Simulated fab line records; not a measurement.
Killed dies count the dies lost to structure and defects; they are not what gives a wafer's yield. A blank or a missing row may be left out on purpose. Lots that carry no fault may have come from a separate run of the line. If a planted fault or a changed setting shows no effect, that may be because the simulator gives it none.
Which of the tools did it? || flow nandHarc || 20 wafers from 7 lots sampled at 5 of the route's 1302 steps

## WHAT THE GAUGES SHOWED, per wafer
NHARC_A_BLC_INSPECT_28.
{"lot": "L820", "measured": "day 25 10:59", "on": "defectInspect-01", "rawDefectCount": "584 466 517"}
{"lot": "L823", "measured": "day 27 02:00", "on": "defectInspect-01", "rawDefectCount": "371 622 575"}
{"lot": "L825", "measured": "day 27 16:30", "on": "defectInspect-01", "rawDefectCount": "6677 6500"}
{"lot": "L829", "measured": "day 29 01:51", "on": "defectInspect-02", "rawDefectCount": "431 412 598"}
{"lot": "L833", "measured": "day 30 14:52", "on": "defectInspect-02", "rawDefectCount": "364 425 559"}
{"lot": "L832", "measured": "day 30 20:30", "on": "defectInspect-01", "rawDefectCount": "689 604 847"}
{"lot": "L836", "measured": "day 32 13:39", "on": "defectInspect-01", "rawDefectCount": "463 615 830"}

## EACH LOT AND THE TOOL THAT RAN IT (in order: tool; ch and the chambers of the sampled wafers; start)
{"lot": "L820", "NHARC_A_CONTACT_CVD_19": "cvdW-01 ch 0,1, day 25 07:01 or earlier", "NHARC_A_CONTACT_CMP_20": "cmp-01 ch 1,2,3, day 25 07:01", "NHARC_A_BLC_CVD_24": "cvdW-02 ch 0,1, day 25 10:35 or earlier", "NHARC_A_BLC_CMP_25": "cmp-03 ch 2,3, day 25 10:35"}
{"lot": "L823", "NHARC_A_CONTACT_CVD_19": "cvdW-01 ch 0,1, day 26 22:02 or earlier", "NHARC_A_CONTACT_CMP_20": "cmp-04 ch 1,2,3, day 26 22:02", "NHARC_A_BLC_CVD_24": "cvdW-02 ch 0,1, day 27 01:40 or earlier", "NHARC_A_BLC_CMP_25": "cmp-03 ch 1,2,3, day 27 01:40"}
{"lot": "L825", "NHARC_A_CONTACT_CVD_19": "cvdW-01 ch 0, day 27 12:37 or earlier", "NHARC_A_CONTACT_CMP_20": "cmp-01 ch 1,2, day 27 12:37", "NHARC_A_BLC_CVD_24": "cvdW-01 ch 0,1, day 27 16:10 or earlier", "NHARC_A_BLC_CMP_25": "cmp-03 ch 1,3, day 27 16:10"}
{"lot": "L829", "NHARC_A_CONTACT_CVD_19": "cvdW-02 ch 0,1, day 28 21:56 or earlier", "NHARC_A_CONTACT_CMP_20": "cmp-04 ch 0,1,2, day 28 21:56", "NHARC_A_BLC_CVD_24": "cvdW-02 ch 0,1, day 29 01:26 or earlier", "NHARC_A_BLC_CMP_25": "cmp-01 ch 0,1,2, day 29 01:26"}
{"lot": "L833", "NHARC_A_CONTACT_CVD_19": "cvdW-01 ch 0,1, day 30 10:52 or earlier", "NHARC_A_CONTACT_CMP_20": "cmp-02 ch 0,2, day 30 10:52", "NHARC_A_BLC_CVD_24": "cvdW-02 ch 0,1, day 30 14:28 or earlier", "NHARC_A_BLC_CMP_25": "cmp-01 ch 1,2,3, day 30 14:28"}
{"lot": "L832", "NHARC_A_CONTACT_CVD_19": "cvdW-01 ch 0,1, day 30 16:30 or earlier", "NHARC_A_CONTACT_CMP_20": "cmp-04 ch 0,1,2, day 30 16:30", "NHARC_A_BLC_CVD_24": "cvdW-01 ch 0,1, day 30 20:06 or earlier", "NHARC_A_BLC_CMP_25": "cmp-01 ch 1,2,3, day 30 20:06"}
{"lot": "L836", "NHARC_A_CONTACT_CVD_19": "cvdW-01 ch 0,1, day 32 09:45 or earlier", "NHARC_A_CONTACT_CMP_20": "cmp-04 ch 0,1,2, day 32 09:45", "NHARC_A_BLC_CVD_24": "cvdW-02 ch 0,1, day 32 13:16 or earlier", "NHARC_A_BLC_CMP_25": "cmp-01 ch 1,2,3, day 32 13:16"}
- NHARC_A_CONTACT_CVD_19: deposits W, target thk 300 nm, time 802 s.
- NHARC_A_CONTACT_CMP_20: polishes, t overpolish 30 s, target thk 300 nm.
- NHARC_A_BLC_CVD_24: deposits W, target thk 150 nm, time 434 s.
- NHARC_A_BLC_CMP_25: polishes, t overpolish 30 s, target thk 150 nm.

## THE ANSWER, worked out from the rows above alone
Rule: what is usual is taken from the lots themselves. The widest of any qualifying gaps counts: lots, ordered by their means at a reading, are off when they make up no more than a third of the lots, leave a main group of 4 or more, and stand apart from it by 3 or more times the standard deviation of that group's means. If all means in a main group match to the digits the tables above print for the reading, that group is not used. A lot without any number at a reading at which 4 lots or more have one is off too. The other lots that the step has rows for count as sound.
Off: L825, at NHARC_A_BLC_INSPECT_28 (rawDefectCount). Mean 554 and standard deviation 92 in the main group.
If a tool, at a process step before that reading, ran all the lots that are off and no sound lot after the first of them, it fits. Those tools and the gauges at NHARC_A_BLC_INSPECT_28 are tried in the same way. NHARC_A_CONTACT_CVD_19: start missing for some lots; hours and lot order therefore follow NHARC_A_CONTACT_CMP_20. NHARC_A_BLC_CVD_24: start missing for some lots; hours and lot order therefore follow NHARC_A_BLC_CMP_25. 2 tools fit, cmp-01 at NHARC_A_CONTACT_CMP_20 and cmp-03 at NHARC_A_BLC_CMP_25, so this cannot tell which one it is.

## WHAT THE SIMULATOR HAD PUT IN
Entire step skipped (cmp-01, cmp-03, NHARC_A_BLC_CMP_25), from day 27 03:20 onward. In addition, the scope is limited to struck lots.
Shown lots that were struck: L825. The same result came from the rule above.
